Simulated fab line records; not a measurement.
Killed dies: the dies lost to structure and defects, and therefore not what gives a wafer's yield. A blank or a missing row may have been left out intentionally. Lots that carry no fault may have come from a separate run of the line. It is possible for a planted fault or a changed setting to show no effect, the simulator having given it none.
Matching of chambers :: flow nand-harc :: NHARC_THIN_TSV_ETCHBACK_48 on rie-diel-10 has 4 sister chambers
The step etches the open film in C4F8/Ar, target depth 1028.5 nm, time 405.17 s. 16 wafers are shown with their chamber, then 8 later ones without.

== WAFERS PAIRED WITH THEIR CHAMBERS ==
wafer: L625.2
chamber: 1
rf-vpp-V (V): 546.1
oes-product-au (a.u.): 0.918
bias-w (W): 299.8

wafer: L625.4
chamber: 2
rf-vpp-V (V): 542.1
oes-product-au (a.u.): 0.916
bias-w (W): 299.8

wafer: L625.5
chamber: 2
rf-vpp-V (V): 542.8
oes-product-au (a.u.): 0.917
bias-w (W): 299.9

wafer: L626.2
chamber: 0
rf-vpp-V (V): 545.6
oes-product-au (a.u.): 0.923
bias-w (W): 299.8

wafer: L626.5
chamber: 0
rf-vpp-V (V): 544.6
oes-product-au (a.u.): 0.921
bias-w (W): 299.4

wafer: L626.6
chamber: 3
rf-vpp-V (V): 548.6
oes-product-au (a.u.): 0.909
bias-w (W): 300.7

wafer: L627.3
chamber: 3
rf-vpp-V (V): 548.0
oes-product-au (a.u.): 0.920
bias-w (W): 299.9

wafer: L627.4
chamber: 0
rf-vpp-V (V): 545.3
oes-product-au (a.u.): 0.922
bias-w (W): 300.1

wafer: L627.5
chamber: 2
rf-vpp-V (V): 541.8
oes-product-au (a.u.): 0.918
bias-w (W): 299.6

wafer: L629.2
chamber: 0
rf-vpp-V (V): 545.2
oes-product-au (a.u.): 0.921
bias-w (W): 300.5

wafer: L629.3
chamber: 1
rf-vpp-V (V): 545.6
oes-product-au (a.u.): 0.927
bias-w (W): 300.6

wafer: L629.5
chamber: 2
rf-vpp-V (V): 542.4
oes-product-au (a.u.): 0.909
bias-w (W): 299.9

wafer: L630.3
chamber: 3
rf-vpp-V (V): 549.6
oes-product-au (a.u.): 0.945
bias-w (W): 300.0

wafer: L630.5
chamber: 0
rf-vpp-V (V): 546.0
oes-product-au (a.u.): 0.962
bias-w (W): 299.2

wafer: L630.6
chamber: 1
rf-vpp-V (V): 544.2
oes-product-au (a.u.): 0.975
bias-w (W): 300.4

wafer: L633.2
chamber: 1
rf-vpp-V (V): 545.1
oes-product-au (a.u.): 0.966
bias-w (W): 300.1

SIGNATURES, as means of the wafers listed above
reading: rf-vpp-V
chamber 0: 545.340
chamber 1: 545.250
chamber 2: 542.275
chamber 3: 548.733
scatter within a chamber: 0.639

reading: oes-product-au
chamber 0: 0.92980
chamber 1: 0.94650
chamber 2: 0.91500
chamber 3: 0.92467
scatter within a chamber: 0.0192

reading: bias-w
chamber 0: 299.800
chamber 1: 300.225
chamber 2: 299.800
chamber 3: 300.200
scatter within a chamber: 0.399
Rule: for each reading, subtract the chamber's mean from the wafer's reading, divide by that reading's scatter and square the result; add these up over the readings and take the root, which gives the wafer's distance from the chamber. The wafer belongs to the nearest chamber; if the next one is less than 2 further off, it can't be placed. The scatter: the root of (the sum of the squares of (reading less its chamber's mean) over the shown wafers, divided by (wafers less chambers)).

== WAFERS WITHOUT THEIR CHAMBER ==
wafer: L633.5
rf-vpp-V (V): 545.3
oes-product-au (a.u.): 0.944
bias-w (W): 300.2

wafer: L633.6
rf-vpp-V (V): 549.2
oes-product-au (a.u.): 0.938
bias-w (W): 299.6

wafer: L634.4
rf-vpp-V (V): 549.6
oes-product-au (a.u.): 0.917
bias-w (W): 300.8

wafer: L634.5
rf-vpp-V (V): 545.2
oes-product-au (a.u.): 0.931
bias-w (W): 299.9

wafer: L634.6
rf-vpp-V (V): 542.1
oes-product-au (a.u.): 0.915
bias-w (W): 298.9

wafer: L642.1
rf-vpp-V (V): 544.9
oes-product-au (a.u.): 0.917
bias-w (W): 299.9

wafer: L642.2
rf-vpp-V (V): 541.9
oes-product-au (a.u.): 0.915
bias-w (W): 300.3

wafer: L642.5
rf-vpp-V (V): 548.0
oes-product-au (a.u.): 0.924
bias-w (W): 299.1

== EACH ONE'S CHAMBER ==
wafer: L633.5
from the rows above: can't be placed: 1 or 0
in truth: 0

wafer: L633.6
from the rows above: 3
in truth: 3

wafer: L634.4
from the rows above: 3
in truth: 3

wafer: L634.5
from the rows above: can't be placed: 0 or 1
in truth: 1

wafer: L634.6
from the rows above: 2
in truth: 2

wafer: L642.1
from the rows above: can't be placed: 0 or 1
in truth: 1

wafer: L642.2
from the rows above: 2
in truth: 2

wafer: L642.5
from the rows above: can't be placed: 3 or 0
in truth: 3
4 of 8 placed correctly. From these rows, 4 cannot be placed; in 4 the true chamber is one of the candidates. Number placed wrongly: 0.
